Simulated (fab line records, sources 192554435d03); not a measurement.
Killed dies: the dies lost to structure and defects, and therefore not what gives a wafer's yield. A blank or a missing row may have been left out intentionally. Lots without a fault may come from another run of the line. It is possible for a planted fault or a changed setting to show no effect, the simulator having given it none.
Which tool was responsible?	flow n5_finfet	Sampling: 10 lots, 30 wafers, 5 of 1938 route steps

WHAT THE GAUGES READ, wafer by wafer
N5_BEOL_M11_CD_MEAS_28: the cd target is 70 nm.
lot	measured	on	cd_nm (nm)
L293	day 11 02:31	cd_sem-02	70.5 68.5 69.8
L296	day 11 16:53	cd_sem-01	71.1 70.9 71.6
L298	day 12 16:26	cd_sem-01	70.4 71.0 72.2
L302	day 13 12:08	cd_sem-02	70.4 70.3 70.7
L304	day 13 23:40	cd_sem-03	68.9 67.4 70.1
L307	day 14 16:41	cd_sem-02	70.3 70.6 70.4
L309	day 14 22:19	cd_sem-02	70.7 70.9 70.5
L306	day 15 09:03	cd_sem-02	74.0 75.2 75.8
L311	day 16 18:34	cd_sem-03	73.0 73.2 74.9
L315	day 17 16:02	cd_sem-01	71.5 69.5 69.4

N5_BEOL_M11_INSPECT_30: inspects for defects (brightfield).
lot	measured	on	raw_defect_count
L293	day 11 02:34	defect_inspect-01	327 397 385
L296	day 11 16:56	defect_inspect-02	481 350 472
L298	day 12 16:29	defect_inspect-02	464 415 320
L302	day 13 12:11	defect_inspect-01	362 325 359
L304	day 13 23:43	defect_inspect-02	369 270 463
L307	day 14 16:44	defect_inspect-02	445 379 394
L309	day 14 22:22	defect_inspect-02	368 385 305
L306	day 15 09:06	defect_inspect-01	256 232 308
L311	day 16 18:38	defect_inspect-02	568 622 438
L315	day 17 16:06	defect_inspect-02	330 418 459

TOOL THAT RAN EACH LOT (tool first, then ch and the chambers of the sampled wafers, then the start)
lot	N5_BEOL_M11_STRIP_67	N5_BEOL_M11_HM_OPEN_17	N5_BEOL_M11_EXPOSE_25
L293	rie_diel-04 ch 0,1,2, day 11 00:01	rie_metal-02 ch 0,1, day 11 00:03	arfi_scanner-01 ch 0, day 11 02:23
L296	rie_diel-03 ch 0,1, day 11 15:35	rie_metal-01 ch 0,1, day 11 15:39	arfi_scanner-01 ch 0, day 11 16:46
L298	rie_diel-05 ch 1,2, day 12 15:28	rie_metal-01 ch 0, day 12 15:31	arfi_scanner-02 ch 0, day 12 16:19
L302	rie_diel-05 ch 0,3, day 13 10:41	rie_metal-03 ch 0,1, day 13 10:44	arfi_scanner-02 ch 0, day 13 12:00
L304	rie_diel-04 ch 0,1,2, day 13 22:56	rie_metal-03 ch 0,1, day 13 22:58	arfi_scanner-01 ch 0, day 13 23:31
L307	rie_diel-03 ch 0,3, day 14 14:47	rie_metal-01 ch 0,1, day 14 14:50	arfi_scanner-02 ch 0, day 14 16:33
L309	rie_diel-04 ch 0,2,3, day 14 18:50	rie_metal-02 ch 0, day 14 18:52	arfi_scanner-01 ch 0, day 14 22:11
L306	rie_diel-05 ch 1,2, day 15 05:29	rie_metal-01 ch 0, day 15 05:31	arfi_scanner-01 ch 0, day 15 08:55
L311	rie_diel-04 ch 1,2, day 16 15:47	rie_metal-02 ch 1, day 16 15:50	arfi_scanner-01 ch 0, day 16 18:26
L315	rie_diel-04 ch 1,2,3, day 17 15:19	rie_metal-03 ch 0,1, day 17 15:22	arfi_scanner-03 ch 0, day 17 15:55
- N5_BEOL_M11_STRIP_67: strips in CF4.
- N5_BEOL_M11_HM_OPEN_17: chemistry Cl2/BCl3, target TiN, target depth 20 nm, overetch 6 nm.
- N5_BEOL_M11_EXPOSE_25: exposes mask V10.

WHAT THE TOOLS THEMSELVES READ (means of the sampled wafers that have a number; where no wafer has one, the mark that the record gives instead)
N5_BEOL_M11_STRIP_67.
lot	tool	drypump_motor_current_A (A)	oes_product_au (a.u.)	rf_vpp_V (V)	showerhead_plenum_p_Torr (Torr)	throttle_valve_pct (%)
L293	rie_diel-04	6.1	0.72	270.0	1.76	13.74
L296	rie_diel-03	5.2	0.77	271.4	1.78	13.66
L298	rie_diel-05	5.3	0.71	270.3	1.77	13.64
L302	rie_diel-05	5.8	0.72	270.4	1.80	13.82
L304	rie_diel-04	6.1	0.79	271.5	1.83	13.61
L307	rie_diel-03	5.5	0.78	271.5	1.78	13.71
L309	rie_diel-04	5.9	0.84	270.8	1.81	13.41
L306	rie_diel-05	5.5	0.69	270.3	1.77	13.76
L311	rie_diel-04	5.9	0.79	271.4	1.83	13.72
L315	rie_diel-04	5.7	0.82	271.4	1.81	13.52

N5_BEOL_M11_HM_OPEN_17.
lot	tool	bias_w (W)	drypump_motor_current_A (A)	oes_product_au (a.u.)	rf_fwd_power_W (W)	throttle_valve_pct (%)
L293	rie_metal-02	125.9	5.6	0.63	992	22.10
L296	rie_metal-01	126.0	5.7	0.71	991	21.94
L298	rie_metal-01	126.5	5.4	0.79	990	21.88
L302	rie_metal-03	125.9	6.0	0.68	994	22.30
L304	rie_metal-03	126.4	5.9	0.71	997	22.27
L307	rie_metal-01	126.3	5.6	0.69	992	21.96
L309	rie_metal-02	126.5	5.8	0.57	993	22.00
L306	rie_metal-01	126.2	5.3	0.75	993	21.87
L311	rie_metal-02	126.2	5.2	0.67	995	22.39
L315	rie_metal-03	126.2	5.8	0.69	993	22.28

N5_BEOL_M11_EXPOSE_25.
lot	tool	exposure_dose_mJ_cm2
L293	arfi_scanner-01	85.36
L296	arfi_scanner-01	85.51
L298	arfi_scanner-02	85.45
L302	arfi_scanner-02	85.49
L304	arfi_scanner-01	85.41
L307	arfi_scanner-02	85.44
L309	arfi_scanner-01	85.40
L306	arfi_scanner-01	90.23
L311	arfi_scanner-01	89.26
L315	arfi_scanner-03	85.45

THE ANSWER, worked out from the rows above alone
Rule: what is usual is taken from the lots themselves. Put in order of their means at a reading, lots are off if they are a third of the lots or fewer, leave a main group of 4 or more, and stand apart from it by a gap of 3 or more times the standard deviation of the main group's means; of several such gaps the widest counts. A main group is skipped when, at the precision printed for the reading in the tables above, its means are all equal. Also off: a lot with no number at a reading for which 4 or more lots have one. Where the step has rows for the other lots, those lots are counted as sound. After the gauges, taken in route order, come the tools' own readings; for these a lot's mean is taken, as printed above. At the first step where some lot is off, the reading lying furthest off is the one used; lots without a number count as furthest.
Off, at N5_BEOL_M11_CD_MEAS_28 on cd_nm: L306, L311. Mean 70.3 nm and standard deviation 0.76 in the main group.
If a tool, at a process step before that reading, ran all the lots that are off and no sound lot after the first of them, it fits. Not tried: the gauges at N5_BEOL_M11_CD_MEAS_28; whatever is off there is also off at N5_BEOL_M11_EXPOSE_25, on other tools, and gauge error can't account for it. One fits: arfi_scanner-01 at N5_BEOL_M11_EXPOSE_25. A fault onset in the window from L309 (day 14 22:11, its last sound lot) to L306 (day 15 08:55, its first lot off) fits.
The tool's own readings at N5_BEOL_M11_EXPOSE_25 bear it out: on the lots that are off they differ by more than 5 times the standard deviation of the sound lots' means. exposure_dose_mJ_cm2 reads 89.75 there against 85.44 on the sound lots.

WHAT WAS PUT IN BY THE SIMULATOR
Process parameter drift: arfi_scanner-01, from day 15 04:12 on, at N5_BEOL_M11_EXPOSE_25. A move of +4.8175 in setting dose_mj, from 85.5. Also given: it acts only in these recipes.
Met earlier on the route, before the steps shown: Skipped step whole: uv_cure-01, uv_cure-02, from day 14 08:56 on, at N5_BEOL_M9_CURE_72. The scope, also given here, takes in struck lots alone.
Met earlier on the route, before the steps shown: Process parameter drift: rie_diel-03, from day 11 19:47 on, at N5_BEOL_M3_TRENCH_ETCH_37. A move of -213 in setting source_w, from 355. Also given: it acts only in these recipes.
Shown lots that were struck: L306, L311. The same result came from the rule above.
